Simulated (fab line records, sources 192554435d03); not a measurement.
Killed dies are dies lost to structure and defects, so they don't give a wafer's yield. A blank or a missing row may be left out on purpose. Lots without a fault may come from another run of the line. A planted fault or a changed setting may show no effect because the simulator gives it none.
fab line records | flow n5_finfet | part 2 of 2: steps 5 to 6 of 6
record lots=24 wafers=72 last_day=17
route steps=1938 shown BEOL_M7@1277
lots that met no fault: from a run of the same line without faults
start_h: hours from the record's first day to the start of the lot's first wafer shown | wait_h: hours since the lot's step before | " the same as in the row above | L1.1+2: a row that stands for several wafers | - no value, or no start given | * or withheld: withheld | < > ~ a bound
route shown NAME@n: a module of which the file shows steps, and the number in the route of the first | usual: mean/standard deviation of fault-free wafers | same: alike in all rows | chamber/n: place in a boat | sites: the reading at each site | _std_site: their standard deviation | _edge_site: outer sites' mean less inner sites' | radius_mm: how far each site lies from the wafer's centre | mask NAME#n: copy n | behind: the tool/chamber that last shaped the wafer | hold: why the lot was held/for how many hours/how that ended | device: the transistor (n, p or np) that didn't switch | end of line: the same wafers' tests at the end of the route | a step without rows: its recipe alone | killed: dies lost to structure and defects at the first sort, not the wafer's yield | map: a wafer's dies, x killed, . not, _ none there
set.NAME: the setting as run; set.NAME@STEP: as run at that earlier step | model.NAME: the simulator's own value behind a step, which no gauge read
steps of the route over a sample of lots; a table a step, a row a wafer
services: from which hour (start_h, from the record's first day; less than 0 if before it) a tool's chamber was out of use, for how many hours, and why
## steps
# step N5_BEOL_M7_ETCH_41
# recipe chemistry=CH3F/O2 target=SiCN target_depth_a=319 taper_deg=2 time_s=57.8 ion_energy_ev=120 mask_material=TiN pressure_mtorr=30 source_w=395 bias_w=75 Ar_flow_sccm=150 CH3F_flow_sccm=30 O2_flow_sccm=20
# usual drypump_motor_current_A=6.0/0.56 mfc_ar_sccm=150.0/0.44 oes_product_au=0.79/0.095 rf_vpp_V=297.0/1.5 showerhead_plenum_p_Torr=1.98/0.062 throttle_valve_pct=16.35/0.28
# columns lot.wafer tool chamber start_h wait_h drypump_motor_current_A mfc_ar_sccm oes_product_au rf_hours_counter_h rf_vpp_V showerhead_plenum_p_Torr throttle_valve_pct
L074.3 rie_diel-06 2 - - 4.9 149.6 0.71 214 296.5 1.98 16.58
L074.4 " 3 " " 6.8 149.1 0.68 - 295.0 1.86 16.40
L074.5 " 0 " " 6.1 150.6 0.78 - 298.1 2.02 16.49
L076.3 rie_diel-03 3 - - 6.5 150.5 0.71 238 297.0 1.96 16.48
L076.5 " 0 " " 6.4 150.2 0.76 - 295.7 1.90 16.26
L076.6 " 1 " " 5.7 151.3 0.75 - 298.5 2.07 16.49
L075.2 rie_diel-06 2 - - 4.9 150.3 0.71 217 295.9 1.97 16.58
L075.3 " 3 " " 6.8 149.7 0.69 237 294.4 1.86 16.40
L075.5 " 0 " " 6.1 150.1 0.78 - 297.0 2.02 16.48
L078.2 rie_diel-06 2 - - 4.9 151.2 0.70 218 296.9 1.97 16.58
L078.5 " 2 " " 4.9 150.7 0.71 - 297.0 1.97 16.57
L078.6 " 3 " " 6.8 149.3 0.68 - 294.0 1.86 16.41
L077.1 rie_diel-06 3 - - 6.8 149.4 0.67 241 294.3 1.86 16.41
L077.4 " 1 " " 6.0 150.1 0.99 2 297.4 1.95 16.12
L077.5 " 0 " " 6.1 149.4 0.77 - 296.9 2.02 16.51
L079.1 rie_diel-03 3 - - 6.5 150.3 0.70 245 296.0 1.96 16.48
L079.2 " 0 " " 6.4 149.3 0.76 170 295.5 1.90 16.28
L079.3 " 1 " " 5.8 149.8 0.75 173 299.6 2.06 16.50
L080.2 rie_diel-03 2 - - 6.2 149.8 1.00 1 297.9 2.02 15.65
L080.5 " 1 " " 5.8 150.5 0.74 - 298.6 2.06 16.51
L080.6 " 2 " " 6.2 149.3 0.99 - 297.9 2.02 15.66
L081.2 rie_diel-04 1 - - 6.4 149.7 0.85 48 296.9 1.94 16.54
L081.4 " 0 " " 6.4 150.3 0.69 197 297.5 1.99 16.14
L081.5 " 1 " " 6.4 149.8 0.85 - 297.8 1.94 16.56
L082.2 rie_diel-03 1 - - 5.8 150.0 0.74 180 298.4 2.06 16.53
L082.3 " 0 " " 6.4 149.2 0.74 177 295.1 1.90 16.28
L082.5 " 0 " " 6.4 150.1 0.74 - 294.2 1.90 16.29
L083.1 rie_diel-04 0 - - 6.3 150.0 0.69 201 296.4 1.98 16.14
L083.3 " 2 " " 5.2 149.6 0.83 68 296.1 1.96 16.36
L083.4 " 3 " " 5.6 149.9 0.74 184 298.4 2.09 16.84
L084.2 rie_diel-04 3 - - 5.6 150.4 0.74 186 297.8 2.09 16.86
L084.3 " 1 " " 6.4 149.9 0.84 54 295.4 1.94 16.55
L084.4 " 0 " " 6.4 150.3 0.68 202 297.5 1.98 16.18
L085.3 rie_diel-06 2 - - 4.9 150.0 0.69 236 296.2 1.97 16.62
L085.5 " 0 " " 6.1 149.5 0.77 - 295.7 2.02 16.55
L085.6 " 1 " " 6.0 149.5 0.94 - 295.4 1.95 16.14
L086.4 rie_diel-04 2 - - 5.2 150.6 0.81 74 295.8 1.96 16.40
L086.5 " 2 " " 5.1 150.2 0.81 - 297.1 1.96 16.37
L086.6 " 1 " " 6.5 149.6 0.84 - 298.0 1.94 16.57
L087.2 rie_diel-06 1 - - 5.9 150.6 0.93 21 295.8 1.95 16.17
L087.3 " 3 " " 6.8 149.7 0.97 4 300.6 2.10 15.94
L087.5 " 2 " " 4.9 149.5 0.69 - 297.5 1.97 16.63
L088.2 rie_diel-06 2 - - 4.9 150.3 0.69 243 295.3 1.97 16.62
L088.4 " 0 " " 6.1 150.1 0.75 144 297.8 2.02 16.55
L088.6 " 3 " " 6.8 150.0 0.97 - 301.4 2.10 15.94
L089.1 rie_diel-04 2 - - 5.1 150.4 0.81 79 295.0 1.95 16.37
L089.2 " 3 " " 5.6 149.4 0.73 195 298.3 2.09 16.85
L089.3 " 0 " " 6.3 150.2 0.68 209 296.8 1.98 16.18
L090.1 rie_diel-03 1 - - 5.8 150.6 0.72 195 298.3 2.06 16.55
L090.2 " 2 " " 6.2 150.0 0.93 21 298.1 2.01 15.69
L090.3 " 3 " " 6.5 150.0 0.96 8 297.1 1.96 16.00
L091.1 rie_diel-06 0 - - 6.1 150.0 0.74 151 296.5 2.01 16.55
L091.5 " 1 " " 6.0 150.6 0.92 - 297.2 1.94 16.16
L091.6 " 0 " " 6.1 149.6 0.75 - 296.8 2.01 16.55
L092.3 rie_diel-04 1 - - 6.4 149.2 0.83 64 296.6 1.94 16.57
L092.4 " 3 " " 5.6 150.5 0.72 198 298.9 2.08 16.87
L092.5 " 0 " " 6.3 149.5 0.68 - 295.7 1.98 16.18
L094.1 rie_diel-03 2 - - 6.2 151.2 0.91 32 299.0 2.01 15.73
L094.2 " 0 " " 6.4 150.2 0.73 203 296.9 1.89 16.35
L094.4 " 1 " " 5.8 149.4 0.72 207 298.9 2.05 16.58
L093.1 rie_diel-06 1 - - 6.0 150.2 0.89 39 296.1 1.94 16.19
L093.2 " 0 " " 6.1 149.8 0.74 160 297.3 2.01 16.57
L093.5 " 1 " " 6.0 149.9 0.90 - 296.3 1.94 16.20
L095.1 rie_diel-03 3 - - 6.5 149.5 0.92 22 295.1 1.95 16.03
L095.3 " 1 " " 5.8 150.4 0.72 210 299.6 2.05 16.55
L095.4 " 2 " " 6.2 150.0 0.90 - 298.0 2.00 15.74
L096.2 rie_diel-06 3 - - 6.8 149.3 0.92 22 299.6 2.10 15.96
L096.3 " 1 " " 5.9 149.6 0.90 43 295.5 1.94 16.19
L096.6 " 0 " " 6.1 149.9 0.74 - 296.7 2.01 16.60
L097.3 rie_diel-03 1 - - 5.8 150.0 0.71 215 298.9 2.05 16.59
L097.5 " 0 " " 6.4 150.2 0.72 - 295.2 1.89 16.35
L097.6 " 1 " " 5.8 150.4 0.71 - 298.5 2.05 16.58
# step N5_BEOL_M7_CMP_52
# recipe stop_on=SiCOH_lowk t_overpolish_s=6.9 down_force_psi=1 platen_rpm=50 clearing_platen_down_force_psi=1.5 clearing_platen_rpm=50 post_cmp_clean=cu_alkaline target_thk_nm=80 clearing_platen_pad_velocity_m_s=0.99484 pad_velocity_m_s=0.99484
# usual barrier_field_endpoint_s=29.1/0.98 motor_current_A=6.2/0.7 overpolish_run_s=6.900/0.0097 platen_rpm=50.00/0.03 time_to_endpoint_s=61/4.5
# columns lot.wafer tool chamber start_h wait_h barrier_field_endpoint_s motor_current_A overpolish_run_s platen_rpm time_to_endpoint_s
L074.3 cmp-01 3 197.61 0.2 28.5 6.9 6.915 49.98 55
L074.4 " 0 " " 30.2 5.3 6.908 49.98 67
L074.5 " 2 " " 29.7 5.0 6.881 50.00 60
L076.3 cmp-01 1 201.19 0.5 29.3 5.8 6.918 49.98 64
L076.6 " 3 " " 29.1 6.4 6.901 49.99 61
L076.5 " 0 " " 30.6 5.5 6.869 50.00 68
L075.3 cmp-01 0 205.10 0.2 30.4 5.3 6.908 50.04 70
L075.2 " 1 " " 30.2 5.9 6.901 50.05 65
L075.5 " 0 " " 30.5 5.6 6.902 50.01 70
L078.2 cmp-02 2 209.02 0.2 27.5 6.2 6.907 50.03 58
L078.6 " 1 " " 28.3 6.9 6.902 50.02 60
L078.5 " 2 " " 28.9 6.6 6.896 50.01 61
L077.4 cmp-02 1 215.42 0.2 28.7 7.1 6.907 49.96 63
L077.1 " 2 " " 28.3 6.7 6.901 50.02 62
L077.5 " 1 " " 29.3 7.1 6.908 49.97 62
L079.2 cmp-02 1 223.19 0.2 28.3 7.0 6.893 50.07 62
L079.1 " 2 " " 28.6 6.5 6.894 49.95 60
L079.3 " 3 " " 28.4 6.6 6.890 50.02 62
L080.2 cmp-02 3 226.99 0.3 28.2 6.6 6.896 50.00 61
L080.5 " 1 " " 30.2 6.9 6.889 50.03 66
L080.6 " 2 " " 29.3 6.2 6.897 49.97 64
L081.4 cmp-03 0 231.23 0.2 27.5 5.4 6.889 50.01 53
L081.2 " 1 " " 28.5 5.8 6.889 50.00 59
L081.5 " 3 " " 28.4 5.1 6.904 50.00 60
L082.2 cmp-01 2 246.39 0.3 29.5 4.8 6.902 50.08 61
L082.3 " 0 " " 31.5 5.4 6.905 50.02 70
L082.5 " 1 " " 30.8 5.9 6.904 50.04 64
L083.1 cmp-02 2 247.26 0.3 29.5 6.2 6.906 49.95 61
L083.3 " 3 " " 29.0 6.3 6.903 50.00 61
L083.4 " 0 " " 28.1 7.0 6.905 50.02 57
L084.2 cmp-02 2 253.90 0.2 28.5 6.4 6.898 50.00 62
L084.4 " 3 " " 28.4 6.6 6.897 49.98 61
L084.3 " 0 " " 27.7 6.7 6.912 50.02 56
L085.3 cmp-03 1 259.14 0.4 28.1 5.5 6.912 50.02 61
L085.5 " 0 " " 27.9 5.7 6.890 49.99 56
L085.6 " 1 " " 28.4 5.7 6.879 49.98 61
L086.4 cmp-02 3 266.51 0.1 29.8 6.4 6.881 49.99 66
L086.6 " 3 " " 30.4 6.3 6.928 49.98 66
L086.5 " 0 " " 29.4 6.5 6.905 50.03 59
L087.2 cmp-02 1 274.36 0.3 30.7 6.8 6.901 49.98 72
L087.3 " 2 " " 30.1 6.8 6.897 49.94 65
L087.5 " 1 " " 30.8 7.0 6.899 50.07 72
L088.4 cmp-03 2 276.87 0.2 28.7 6.9 6.900 49.98 63
L088.2 " 3 " " 28.1 5.0 6.920 50.00 59
L088.6 " 1 " " 28.1 5.9 6.898 50.00 59
L089.3 cmp-03 3 282.93 0.2 29.9 5.1 6.888 50.06 63
L089.2 " 0 " " 28.5 5.6 6.898 50.01 55
L089.1 " 1 " " 28.3 6.0 6.899 49.98 59
L090.1 cmp-02 3 283.16 0.3 30.4 6.3 6.902 50.04 68
L090.2 " 0 " " 29.3 6.6 6.895 50.00 62
L090.3 " 2 " " 30.1 6.7 6.920 49.96 66
L091.1 cmp-03 1 296.89 0.3 28.7 5.6 6.894 49.97 59
L091.5 " 3 " " 29.8 5.0 6.900 49.95 60
L091.6 " 0 " " 28.8 5.3 6.894 49.99 56
L092.3 cmp-01 1 307.29 0.2 30.1 5.7 6.896 49.98 63
L092.4 " 0 " " 30.9 5.5 6.899 49.99 67
L092.5 " 1 " " 29.6 5.9 6.892 49.97 61
L094.2 cmp-02 1 313.56 0.2 29.0 6.8 6.918 50.00 68
L094.4 " 2 " " 29.2 6.5 6.898 49.99 63
L094.1 " 3 " " 29.6 6.4 6.893 50.00 64
L093.2 cmp-02 1 318.08 0.2 30.4 6.7 6.904 49.94 68
L093.1 " 3 " " 28.7 6.5 6.914 50.03 62
L093.5 " 1 " " 30.1 6.9 6.907 49.95 65
L095.4 cmp-01 0 325.83 0.1 30.7 5.5 6.901 50.01 71
L095.1 " 1 " " 28.7 5.8 6.914 50.00 62
L095.3 " 2 " " 29.1 4.9 6.893 50.03 62
L096.3 cmp-03 0 329.64 0.2 27.3 5.4 6.917 50.01 48
L096.2 " 2 " " 28.7 6.8 6.891 49.96 65
L096.6 " 0 " " 27.8 5.6 6.912 50.01 51
L097.3 cmp-01 2 338.25 0.2 29.0 4.8 6.896 50.04 61
L097.5 " 1 " " 28.8 6.1 6.900 50.03 61
L097.6 " 2 " " 29.3 4.9 6.906 49.98 59
## services
# columns tool chamber start_h hours kind
cmp-02 - 169.84 37.3 repair
cmp-01 - 172.71 4.0 pm
cmp-01 - 178.64 4.4 pm
rie_diel-03 - 183.68 1.5 repair
cmp-03 - 185.35 0.9 repair
cmp-01 - 187.27 3.2 repair
rie_diel-04 - 189.36 0.7 repair
rie_diel-03 2 189.95 11.4 repair
rie_metal-03 0 191.47 12.2 repair
rie_metal-02 - 196.12 2.8 pm
cmp-03 - 198.21 4.0 pm
rie_diel-06 1 200.94 9.8 repair
cmp-01 - 234.30 2.1 repair
cmp-03 - 242.22 1.0 repair
rie_diel-06 3 243.38 - clean
rie_diel-06 3 243.38 - consumable_replace:focus_ring
rie_diel-03 0 248.64 2.4 repair
cmp-02 - 258.39 1.0 repair
rie_diel-04 0 270.55 4.8 repair
cmp-02 - 274.75 4.3 pm
cmp-02 - 297.52 1.5 repair
cmp-01 - 310.03 2.4 repair
cmp-01 - 313.14 4.4 pm
rie_diel-03 0 321.20 4.8 repair
